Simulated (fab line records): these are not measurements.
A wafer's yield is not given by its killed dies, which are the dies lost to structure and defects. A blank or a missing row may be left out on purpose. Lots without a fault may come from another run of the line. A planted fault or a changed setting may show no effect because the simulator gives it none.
Split-lot experiment :: flow n5_finfet :: 39 wafers read from 7 lots, route of 1938 steps

## ABOUT THE SPLIT
At N5_HKMG_FIN_ETCH_32 (etches SOC in N2/H2, target depth 240 nm, time 300 s), the setting source_w was moved away from the recipe's 840 W on 18 of the 39 wafers read, by -15.4% to +19.0%. This setting was run at the recipe's value on the other wafers.

The split's own step is where the reading is taken.

## THE READING
rf_vpp_V, in V, at N5_HKMG_FIN_ETCH_32 (etches SOC in N2/H2, target depth 240 nm, time 300 s). A value of 524 V with a standard deviation of 3 V is what fault-free wafers of this fab line usually give.

wafer: L077.2
tool, chamber at the split: rie_diel-02, 2
source_w as run, W: 840
against the recipe: recipe
rf_vpp_V, V: 527
against lot-mates on the recipe: -

wafer: L077.5
tool, chamber at the split: rie_diel-02, 2
source_w as run, W: 840
against the recipe: recipe
rf_vpp_V, V: 528
against lot-mates on the recipe: -

wafer: L077.6
tool, chamber at the split: rie_diel-02, 1
source_w as run, W: 840
against the recipe: recipe
rf_vpp_V, V: 520
against lot-mates on the recipe: -

wafer: L078.1
tool, chamber at the split: rie_diel-02, 2
source_w as run, W: 951.5
against the recipe: +13.3%
rf_vpp_V, V: 506
against lot-mates on the recipe: -16

wafer: L078.2
tool, chamber at the split: rie_diel-02, 3
source_w as run, W: 840
against the recipe: recipe
rf_vpp_V, V: 525
against lot-mates on the recipe: -

wafer: L078.3
tool, chamber at the split: rie_diel-02, 1
source_w as run, W: 951.5
against the recipe: +13.3%
rf_vpp_V, V: 498
against lot-mates on the recipe: -24

wafer: L078.4
tool, chamber at the split: rie_diel-02, 0
source_w as run, W: 951.5
against the recipe: +13.3%
rf_vpp_V, V: 501
against lot-mates on the recipe: -21

wafer: L078.5
tool, chamber at the split: rie_diel-02, 0
source_w as run, W: 840
against the recipe: recipe
rf_vpp_V, V: 521
against lot-mates on the recipe: -

wafer: L078.6
tool, chamber at the split: rie_diel-02, 1
source_w as run, W: 840
against the recipe: recipe
rf_vpp_V, V: 519
against lot-mates on the recipe: -

wafer: L081.1
tool, chamber at the split: rie_diel-03, 2
source_w as run, W: 773.1
against the recipe: -8.0%
rf_vpp_V, V: 537
against lot-mates on the recipe: +13

wafer: L081.2
tool, chamber at the split: rie_diel-03, 0
source_w as run, W: 840
against the recipe: recipe
rf_vpp_V, V: 519
against lot-mates on the recipe: -

wafer: L081.3
tool, chamber at the split: rie_diel-03, 1
source_w as run, W: 840
against the recipe: recipe
rf_vpp_V, V: 525
against lot-mates on the recipe: -

wafer: L081.4
tool, chamber at the split: rie_diel-03, 3
source_w as run, W: 773.1
against the recipe: -8.0%
rf_vpp_V, V: 542
against lot-mates on the recipe: +18

wafer: L081.5
tool, chamber at the split: rie_diel-03, 3
source_w as run, W: 840
against the recipe: recipe
rf_vpp_V, V: 529
against lot-mates on the recipe: -

wafer: L081.6
tool, chamber at the split: rie_diel-03, 2
source_w as run, W: 773.1
against the recipe: -8.0%
rf_vpp_V, V: 539
against lot-mates on the recipe: +15

wafer: L083.1
tool, chamber at the split: rie_diel-02, 3
source_w as run, W: 772.1
against the recipe: -8.1%
rf_vpp_V, V: 541
against lot-mates on the recipe: +19

wafer: L083.2
tool, chamber at the split: rie_diel-02, 1
source_w as run, W: 840
against the recipe: recipe
rf_vpp_V, V: 521
against lot-mates on the recipe: -

wafer: L083.3
tool, chamber at the split: rie_diel-02, 2
source_w as run, W: 840
against the recipe: recipe
rf_vpp_V, V: 526
against lot-mates on the recipe: -

wafer: L083.4
tool, chamber at the split: rie_diel-02, 0
source_w as run, W: 840
against the recipe: recipe
rf_vpp_V, V: 520
against lot-mates on the recipe: -

wafer: L083.5
tool, chamber at the split: rie_diel-02, 3
source_w as run, W: 772.1
against the recipe: -8.1%
rf_vpp_V, V: 540
against lot-mates on the recipe: +18

wafer: L083.6
tool, chamber at the split: rie_diel-02, 0
source_w as run, W: 772.1
against the recipe: -8.1%
rf_vpp_V, V: 537
against lot-mates on the recipe: +15

wafer: L087.1
tool, chamber at the split: rie_diel-02, 2
source_w as run, W: 760.3
against the recipe: -9.5%
rf_vpp_V, V: 546
against lot-mates on the recipe: +20

wafer: L087.2
tool, chamber at the split: rie_diel-02, 3
source_w as run, W: 760.3
against the recipe: -9.5%
rf_vpp_V, V: 543
against lot-mates on the recipe: +17

wafer: L087.3
tool, chamber at the split: rie_diel-02, 0
source_w as run, W: 840
against the recipe: recipe
rf_vpp_V, V: 521
against lot-mates on the recipe: -

wafer: L087.4
tool, chamber at the split: rie_diel-02, 1
source_w as run, W: 840
against the recipe: recipe
rf_vpp_V, V: 530
against lot-mates on the recipe: -

wafer: L087.5
tool, chamber at the split: rie_diel-02, 2
source_w as run, W: 840
against the recipe: recipe
rf_vpp_V, V: 527
against lot-mates on the recipe: -

wafer: L087.6
tool, chamber at the split: rie_diel-02, 1
source_w as run, W: 760.3
against the recipe: -9.5%
rf_vpp_V, V: 547
against lot-mates on the recipe: +21

wafer: L092.1
tool, chamber at the split: rie_diel-03, 0
source_w as run, W: 840
against the recipe: recipe
rf_vpp_V, V: 521
against lot-mates on the recipe: -

wafer: L092.2
tool, chamber at the split: rie_diel-03, 3
source_w as run, W: 1000
against the recipe: +19.0%
rf_vpp_V, V: 498
against lot-mates on the recipe: -27

wafer: L092.3
tool, chamber at the split: rie_diel-03, 1
source_w as run, W: 1000
against the recipe: +19.0%
rf_vpp_V, V: 495
against lot-mates on the recipe: -30

wafer: L092.4
tool, chamber at the split: rie_diel-03, 2
source_w as run, W: 840
against the recipe: recipe
rf_vpp_V, V: 523
against lot-mates on the recipe: -

wafer: L092.5
tool, chamber at the split: rie_diel-03, 3
source_w as run, W: 840
against the recipe: recipe
rf_vpp_V, V: 530
against lot-mates on the recipe: -

wafer: L092.6
tool, chamber at the split: rie_diel-03, 2
source_w as run, W: 1000
against the recipe: +19.0%
rf_vpp_V, V: 493
against lot-mates on the recipe: -32

wafer: L095.1
tool, chamber at the split: rie_diel-03, 0
source_w as run, W: 840
against the recipe: recipe
rf_vpp_V, V: 520
against lot-mates on the recipe: -

wafer: L095.2
tool, chamber at the split: rie_diel-03, 2
source_w as run, W: 840
against the recipe: recipe
rf_vpp_V, V: 522
against lot-mates on the recipe: -

wafer: L095.3
tool, chamber at the split: rie_diel-03, 1
source_w as run, W: 711
against the recipe: -15.4%
rf_vpp_V, V: 554
against lot-mates on the recipe: +31

wafer: L095.4
tool, chamber at the split: rie_diel-03, 3
source_w as run, W: 840
against the recipe: recipe
rf_vpp_V, V: 527
against lot-mates on the recipe: -

wafer: L095.5
tool, chamber at the split: rie_diel-03, 2
source_w as run, W: 711
against the recipe: -15.4%
rf_vpp_V, V: 554
against lot-mates on the recipe: +31

wafer: L095.6
tool, chamber at the split: rie_diel-03, 1
source_w as run, W: 711
against the recipe: -15.4%
rf_vpp_V, V: 555
against lot-mates on the recipe: +32

THE FIT
A straight line over all 39 wafers: rf_vpp_V changes by -1.76 V for each +1% of source_w; r = -0.97; the points scatter about the line by 3.6 V.
The same after taking each lot's own level away (the mean of its wafers on the recipe; 39 wafers): -1.74 V for each +1%; r = -0.98; scatter 3.4 V.
The reading moves by 33 V for the largest change in source_w, on that fit.
Across the lots, their own levels run from 521.7 to 526.0 V, a range of 1.4 times the standard deviation given above.
The two slopes agree, so the slope changes little with the lot-to-lot level.
Check: -32.8 V against its lot-mates is what the line predicts for one of the wafers moved furthest among these (+19.0%) when that wafer is left out of the fit. Against them it came out at -26.7 V.
Tool readings at the split's step, against how far the setting was moved: rf_vpp_V r = -0.97.

## THE OTHER SPLITS THESE WAFERS WENT THROUGH
Note: prior to the reading, these wafers also went through further splits. Each is held against what the fit with the lots' levels taken away leaves over:
other split on the same wafers: N5_DUMMY_GATE_ETCH_31 target_depth_a
wafers away from the commonest value: 12
r with rf_vpp_V (lot level and that fit taken away): +0.18

other split on the same wafers: N5_DUMMY_GATE_ETCH_32 time_s
wafers away from the commonest value: 15
r with rf_vpp_V (lot level and that fit taken away): +0.01

## THE WHOLE CHAIN: every reading that the file lists as answering this split, in the file's order
step: N5_HKMG_FIN_ETCH_32
what it does: etches SOC in N2/H2, target depth 240 nm, time 300 s
reading: rf_vpp_V
change (the file's fit): -1.75 V for each +1% of the setting
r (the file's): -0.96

step: N5_HKMG_FIN_ETCH_32
what it does: etches SOC in N2/H2, target depth 240 nm, time 300 s
reading: etch.depth_nm (the simulator's own value, which no gauge read)
change (the file's fit): +2.11 nm for each +1% of the setting
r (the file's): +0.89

step: N5_HKMG_FIN_ETCH_32
what it does: etches SOC in N2/H2, target depth 240 nm, time 300 s
reading: HKMG_FIN.feature_depth_nm (the simulator's own value, which no gauge read)
change (the file's fit): +2.11 nm for each +1% of the setting
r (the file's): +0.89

## FILE'S OWN FIT
rf_vpp_V changes by -1.75 V for each +1% of source_w, r = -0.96.
